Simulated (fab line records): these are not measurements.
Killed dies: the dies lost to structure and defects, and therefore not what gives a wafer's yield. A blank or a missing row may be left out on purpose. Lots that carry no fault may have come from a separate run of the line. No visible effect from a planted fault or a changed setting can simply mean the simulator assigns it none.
Which tool is to blame? :: flow nandHarc :: 14 lots with 42 wafers sampled at 3 steps, on a route of 1302 steps

== WHAT THE GAUGES READ, wafer by wafer ==
NHARC_P_BONDPAD_CD_MEAS_09: target cd 500 nm.
lot: L909
measured: day 6 19:19
on: cdSem-03
cdNm (nm): 503.2 502.0 504.1

lot: L911
measured: day 7 11:43
on: cdSem-02
cdNm (nm): 503.3 499.6 501.6

lot: L910
measured: day 7 12:18
on: cdSem-02
cdNm (nm): 504.9 501.9 502.0

lot: L912
measured: day 7 23:47
on: cdSem-01
cdNm (nm): 502.9 502.1 500.6

lot: L913
measured: day 8 04:52
on: cdSem-03
cdNm (nm): 502.3 498.6 501.7

lot: L914
measured: day 8 11:09
on: cdSem-03
cdNm (nm): 501.1 499.8 500.2

lot: L915
measured: day 9 00:47
on: cdSem-03
cdNm (nm): 499.5 496.8 498.2

lot: L924
measured: day 12 14:08
on: cdSem-02
cdNm (nm): - - -

lot: L925
measured: day 13 03:36
on: cdSem-01
cdNm (nm): - - -

lot: L928
measured: day 14 08:51
on: cdSem-01
cdNm (nm): 498.6 500.6 501.3

lot: L929
measured: day 14 20:25
on: cdSem-03
cdNm (nm): 502.4 500.5 502.0

lot: L930
measured: day 15 08:19
on: cdSem-03
cdNm (nm): 499.3 497.6 500.4

lot: L931
measured: day 16 05:26
on: cdSem-03
cdNm (nm): 500.7 498.3 500.5

lot: L932
measured: day 16 07:20
on: cdSem-03
cdNm (nm): 500.8 502.2 499.4

== EACH LOT AND THE TOOL THAT RAN IT (in order: tool; ch and the chambers of the sampled wafers; start) ==
lot: L909
NHARC_P_M2_DEGAS_29: pvdSputter-01, day 6 15:58
NHARC_P_BONDPAD_PEB_07: lithoTrack-03 ch 0, day 6 19:14

lot: L911
NHARC_P_M2_DEGAS_29: pvdSputter-03, day 7 08:30
NHARC_P_BONDPAD_PEB_07: lithoTrack-07 ch 0, day 7 11:37

lot: L910
NHARC_P_M2_DEGAS_29: pvdSputter-02, day 7 08:58
NHARC_P_BONDPAD_PEB_07: lithoTrack-07 ch 0, day 7 12:13

lot: L912
NHARC_P_M2_DEGAS_29: pvdSputter-02, day 7 20:33
NHARC_P_BONDPAD_PEB_07: lithoTrack-03 ch 0, day 7 23:41

lot: L913
NHARC_P_M2_DEGAS_29: pvdSputter-02, day 8 01:32
NHARC_P_BONDPAD_PEB_07: lithoTrack-07 ch 0, day 8 04:47

lot: L914
NHARC_P_M2_DEGAS_29: pvdSputter-01, day 8 07:49
NHARC_P_BONDPAD_PEB_07: lithoTrack-02 ch 0, day 8 11:04

lot: L915
NHARC_P_M2_DEGAS_29: pvdSputter-02, day 8 21:28
NHARC_P_BONDPAD_PEB_07: lithoTrack-03 ch 0, day 9 00:42

lot: L924
NHARC_P_M2_DEGAS_29: pvdSputter-03, day 12 10:56
NHARC_P_BONDPAD_PEB_07: lithoTrack-02, day 12 14:04

lot: L925
NHARC_P_M2_DEGAS_29: pvdSputter-03, day 13 00:18
NHARC_P_BONDPAD_PEB_07: lithoTrack-07, day 13 03:31

lot: L928
NHARC_P_M2_DEGAS_29: pvdSputter-01, day 14 05:32
NHARC_P_BONDPAD_PEB_07: lithoTrack-02 ch 0, day 14 08:46

lot: L929
NHARC_P_M2_DEGAS_29: pvdSputter-02, day 14 17:12
NHARC_P_BONDPAD_PEB_07: lithoTrack-02 ch 0, day 14 20:19

lot: L930
NHARC_P_M2_DEGAS_29: pvdSputter-03, day 15 04:59
NHARC_P_BONDPAD_PEB_07: lithoTrack-03 ch 0, day 15 08:14

lot: L931
NHARC_P_M2_DEGAS_29: pvdSputter-02, day 16 01:55
NHARC_P_BONDPAD_PEB_07: lithoTrack-07 ch 0, day 16 05:21

lot: L932
NHARC_P_M2_DEGAS_29: pvdSputter-02, day 16 03:43
NHARC_P_BONDPAD_PEB_07: lithoTrack-07 ch 0, day 16 07:15
- NHARC_P_M2_DEGAS_29: time 60 s.
- NHARC_P_BONDPAD_PEB_07: peb time 80 s.

== WHAT THE TOOLS THEMSELVES READ (means of the sampled wafers that have a number; where no wafer has one, the mark that the record gives instead) ==
NHARC_P_M2_DEGAS_29.
lot: L909
tool: pvdSputter-01
heaterPowerW (W): 318

lot: L911
tool: pvdSputter-03
heaterPowerW (W): 352

lot: L910
tool: pvdSputter-02
heaterPowerW (W): 331

lot: L912
tool: pvdSputter-02
heaterPowerW (W): 343

lot: L913
tool: pvdSputter-02
heaterPowerW (W): 335

lot: L914
tool: pvdSputter-01
heaterPowerW (W): 316

lot: L915
tool: pvdSputter-02
heaterPowerW (W): 325

lot: L924
tool: pvdSputter-03
heaterPowerW (W): 340

lot: L925
tool: pvdSputter-03
heaterPowerW (W): 347

lot: L928
tool: pvdSputter-01
heaterPowerW (W): 317

lot: L929
tool: pvdSputter-02
heaterPowerW (W): 333

lot: L930
tool: pvdSputter-03
heaterPowerW (W): 334

lot: L931
tool: pvdSputter-02
heaterPowerW (W): 322

lot: L932
tool: pvdSputter-02
heaterPowerW (W): 316

NHARC_P_BONDPAD_PEB_07.
lot: L909
tool: lithoTrack-03
chillPlateTempC (C): 22.88
exhaustPa (Pa): 44.9

lot: L911
tool: lithoTrack-07
chillPlateTempC (C): 22.93
exhaustPa (Pa): 44.9

lot: L910
tool: lithoTrack-07
chillPlateTempC (C): 22.95
exhaustPa (Pa): 45.6

lot: L912
tool: lithoTrack-03
chillPlateTempC (C): 23.04
exhaustPa (Pa): 45.2

lot: L913
tool: lithoTrack-07
chillPlateTempC (C): 23.14
exhaustPa (Pa): 45.5

lot: L914
tool: lithoTrack-02
chillPlateTempC (C): 22.96
exhaustPa (Pa): 45.0

lot: L915
tool: lithoTrack-03
chillPlateTempC (C): 23.08
exhaustPa (Pa): 44.5

lot: L924
tool: lithoTrack-02
chillPlateTempC (C): -
exhaustPa (Pa): -

lot: L925
tool: lithoTrack-07
chillPlateTempC (C): -
exhaustPa (Pa): -

lot: L928
tool: lithoTrack-02
chillPlateTempC (C): 23.01
exhaustPa (Pa): 45.4

lot: L929
tool: lithoTrack-02
chillPlateTempC (C): 22.96
exhaustPa (Pa): 43.7

lot: L930
tool: lithoTrack-03
chillPlateTempC (C): 23.03
exhaustPa (Pa): 44.7

lot: L931
tool: lithoTrack-07
chillPlateTempC (C): 23.00
exhaustPa (Pa): 44.5

lot: L932
tool: lithoTrack-07
chillPlateTempC (C): 23.13
exhaustPa (Pa): 44.8

== THE ANSWER, worked out from the rows above alone ==
Rule: usual is defined by the lots themselves. The widest of any qualifying gaps counts: lots, ordered by their means at a reading, are off when they make up no more than a third of the lots, leave a main group of 4 or more, and stand apart from it by 3 or more times the standard deviation of that group's means. The tables above print the reading to a certain number of digits; a main group whose means all agree to those digits is not used. Also off: a lot with no number at a reading for which 4 or more lots have one. Where the step has rows for the other lots, those lots are counted as sound. The gauges are gone through in route order, then the tools' own readings, and for those a lot's mean is taken as printed above. At the first step where some lot is off, the reading lying furthest off is the one used; lots without a number count as furthest.
Off, at NHARC_P_BONDPAD_CD_MEAS_09 on cdNm: L924, L925. Without a number there: L924, L925. Main group: mean 500.9 nm, sd 1.4.
If a tool, at a process step before that reading, ran all the lots that are off and no sound lot after the first of them, it fits. Not tried: the gauges at NHARC_P_BONDPAD_CD_MEAS_09; whatever is off there is also off at NHARC_P_BONDPAD_PEB_07, on other tools, and gauge error can't account for it. Of those tried, none fits.

== WHAT THE SIMULATOR HAD PUT IN ==
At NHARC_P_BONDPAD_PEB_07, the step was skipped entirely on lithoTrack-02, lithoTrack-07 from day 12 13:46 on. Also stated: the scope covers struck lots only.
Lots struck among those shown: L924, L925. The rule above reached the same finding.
